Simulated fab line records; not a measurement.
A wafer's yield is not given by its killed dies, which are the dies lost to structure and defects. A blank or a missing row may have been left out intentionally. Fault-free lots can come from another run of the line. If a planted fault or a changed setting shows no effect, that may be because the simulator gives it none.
Which tool is to blame?	flow nand-harc	12 lots, 36 wafers sampled, at 4 steps of a route of 1302

== WHAT THE GAUGES SHOWED, per wafer ==
The record holds no reading of a measuring or inspecting step that can be judged against a usual standard deviation.

== EACH LOT AND THE TOOL THAT RAN IT (in order: tool; ch and the chambers of the sampled wafers; start) ==
lot	NHARC_A_CHANNEL_HOLE_D1_ETCH_22	NHARC_A_CHANNEL_HOLE_D1_ETCH_23	NHARC_A_DECK1_JOINT_ETCHBACK_00	NHARC_A_DECK1_JOINT_CMP_02
L698	har-etch-02 ch 1, day 8 13:38	har-etch-02 ch 1, day 8 14:13	rie-si-01 ch 0,1,2, day 11 07:20	cmp-03 ch 0,2, day 12 09:35
L699	har-etch-02 ch 0,1, day 8 18:52	har-etch-02 ch 0,1, day 8 19:28	rie-si-03 ch 1,2, day 11 07:19	cmp-01 ch 0,1, day 12 09:34
L702	har-etch-01 ch 0,1, day 10 08:50	har-etch-01 ch 0,1, day 10 09:24	rie-si-03 ch 1,2,3, day 13 00:20	cmp-03 ch 0,2,3, day 13 22:22
L704	har-etch-01 ch 0,1, day 10 23:06	har-etch-01 ch 0,1, day 10 23:43	rie-si-03 ch 0,1, day 13 15:41	cmp-04 ch 2,3, day 14 16:44
L706	har-etch-02 ch 0,1, day 11 19:26	har-etch-02 ch 0,1, day 11 20:01	rie-si-03 ch 0,1,3, day 14 11:47	cmp-01 ch 0,1,3, day 15 08:50
L705	har-etch-01 ch 0,1, day 11 19:53	har-etch-01 ch 0,1, day 11 20:29	rie-si-01 ch 0,2,3, day 14 11:48	cmp-04 ch 0,3, day 15 08:52
L707	har-etch-02 ch 0,1, day 12 07:27	har-etch-02 ch 0,1, day 12 08:02	rie-si-01 ch 0,1,3, day 14 22:56	cmp-01 ch 0,1,2, day 15 20:22
L709	har-etch-01 ch 0,1, day 13 09:31	har-etch-01 ch 0,1, day 13 10:05	rie-si-01 ch 0,1,2, day 16 02:23	cmp-03 ch 0,1,3, day 17 01:16
L716	har-etch-01 ch 0,1, day 15 20:16	har-etch-01 ch 0,1, day 15 20:50	rie-si-03 ch 0,1,2, day 18 16:40	cmp-01 ch 2,3, day 19 13:13
L718	har-etch-01 ch 0,1, day 16 17:48	har-etch-01 ch 0,1, day 16 18:25	rie-si-03 ch 2,3, day 19 11:35	cmp-01 ch 1,2,3, day 20 13:24
L720	har-etch-02 ch 0,1, day 17 18:34	har-etch-02 ch 0,1, day 17 19:08	rie-si-01 ch 0,1,3, day 20 10:04	cmp-03 ch 0,1,2, day 21 05:53
L721	har-etch-01 ch 0,1, day 18 14:23	har-etch-01 ch 0,1, day 18 14:58	rie-si-04 ch 0,3, day 21 06:10	cmp-04 ch 0,2, day 22 11:01
- NHARC_A_CHANNEL_HOLE_D1_ETCH_22: etches the open film in C4F8/O2/Ar, time 666.7 s, target depth 1600 nm.
- NHARC_A_CHANNEL_HOLE_D1_ETCH_23: etches the open film in C4F8/O2/Ar, time 819 s, target depth 1600 nm.
- NHARC_A_DECK1_JOINT_ETCHBACK_00: etches the open film in HBr, target depth 30 nm, time 17.4 s.
- NHARC_A_DECK1_JOINT_CMP_02: polishes SiOx.

== WHAT THE TOOLS THEMSELVES READ (means of the sampled wafers that have a number; where no wafer has one, the mark that the record gives instead) ==
NHARC_A_CHANNEL_HOLE_D1_ETCH_22. Usual: drypump-motor-current-A 5.92 A, standard deviation 0.15; showerhead-plenum-p-Torr 3.61 Torr, standard deviation 0.13; throttle-valve-pct 32.156 %, standard deviation 0.0089.
lot	tool	drypump-motor-current-A (A)	showerhead-plenum-p-Torr (Torr)	throttle-valve-pct (%)	flag
L698	har-etch-02	5.65	3.69	32.158	
L699	har-etch-02	5.73	3.60	32.160	
L702	har-etch-01	6.00	3.66	32.160	
L704	har-etch-01	6.02	3.66	32.170	
L706	har-etch-02	5.77	3.49	32.154	
L705	har-etch-01	6.03	3.59	32.158	
L707	har-etch-02	5.71	3.57	32.154	
L709	har-etch-01	6.02	3.57	32.153	
L716	har-etch-01	6.04	3.56	32.151	
L718	har-etch-01	6.01	3.61	32.159	
L720	har-etch-02	5.74	3.72	32.158	
L721	har-etch-01	6.01	3.60	32.141	

NHARC_A_CHANNEL_HOLE_D1_ETCH_23. Usual: drypump-motor-current-A 5.92 A, standard deviation 0.15; showerhead-plenum-p-Torr 3.61 Torr, standard deviation 0.13; throttle-valve-pct 32.155 %, standard deviation 0.0091.
lot	tool	drypump-motor-current-A (A)	showerhead-plenum-p-Torr (Torr)	throttle-valve-pct (%)	flag
L698	har-etch-02	5.64	3.69	32.157	
L699	har-etch-02	5.74	3.59	32.151	
L702	har-etch-01	6.01	3.66	32.157	
L704	har-etch-01	6.01	3.66	32.159	
L706	har-etch-02	5.79	3.49	32.155	
L705	har-etch-01	6.03	3.59	32.161	
L707	har-etch-02	5.71	3.57	32.156	
L709	har-etch-01	6.06	3.57	32.152	
L716	har-etch-01	6.04	3.55	32.146	
L718	har-etch-01	6.03	3.61	32.148	
L720	har-etch-02	5.75	3.72	32.157	
L721	har-etch-01	6.02	3.60	32.153	

NHARC_A_DECK1_JOINT_ETCHBACK_00. Usual: drypump-motor-current-A 5.7 A, standard deviation 0.37; oes-product-au 0.998 a.u., standard deviation 0.0081; run-length-s 38.7 s, standard deviation 0.43; throttle-valve-pct 23.267 %, standard deviation 0.0093.
lot	tool	drypump-motor-current-A (A)	oes-product-au (a.u.)	run-length-s (s)	throttle-valve-pct (%)	flag
L698	rie-si-01	5.7	1.002	38.2	23.263	
L699	rie-si-03	5.6	0.995	38.9	23.260	
L702	rie-si-03	5.6	0.997	39.0	23.265	
L704	rie-si-03	5.6	0.996	38.8	23.262	
L706	rie-si-03	5.6	0.995	38.9	23.259	
L705	rie-si-01	6.1	0.998	38.4	23.273	
L707	rie-si-01	6.0	0.999	38.2	23.263	
L709	rie-si-01	5.6	0.986	38.8	23.263	
L716	rie-si-03	5.6	0.992	38.1	23.272	
L718	rie-si-03	5.6	0.991	38.0	23.266	
L720	rie-si-01	6.0	0.994	38.4	23.267	
L721	rie-si-04	5.4	0.998	38.6	23.259	

NHARC_A_DECK1_JOINT_CMP_02. Usual: 12.0 A for motor-current-A, sd 1.2.
lot	tool	motor-current-A (A)	flag
L698	cmp-03	10.9	
L699	cmp-01	13.9	
L702	cmp-03	11.2	
L704	cmp-04	12.1	
L706	cmp-01	13.1	
L705	cmp-04	11.9	
L707	cmp-01	13.8	
L709	cmp-03	11.0	
L716	cmp-01	12.6	
L718	cmp-01	13.7	
L720	cmp-03	10.7	
L721	cmp-04	11.9	

== THE ANSWER, worked out from the rows above alone ==
Rule: take the mean of a lot's wafers that have a number; if it is more than 3 standard deviations from the usual mean, the lot is off. A lot without any number at a reading at which 4 lots or more have one is off too. Any other lot the step has rows for is counted as sound. After the gauges, taken in route order, come the tools' own readings; for these a lot's mean is taken, as printed above. At the first step where some lot is off, the reading lying furthest off is the one used; lots without a number count as furthest.
Across all readings shown, no lot is off: no conclusion can be drawn from this.

== WHAT THE SIMULATOR HAD PUT IN ==
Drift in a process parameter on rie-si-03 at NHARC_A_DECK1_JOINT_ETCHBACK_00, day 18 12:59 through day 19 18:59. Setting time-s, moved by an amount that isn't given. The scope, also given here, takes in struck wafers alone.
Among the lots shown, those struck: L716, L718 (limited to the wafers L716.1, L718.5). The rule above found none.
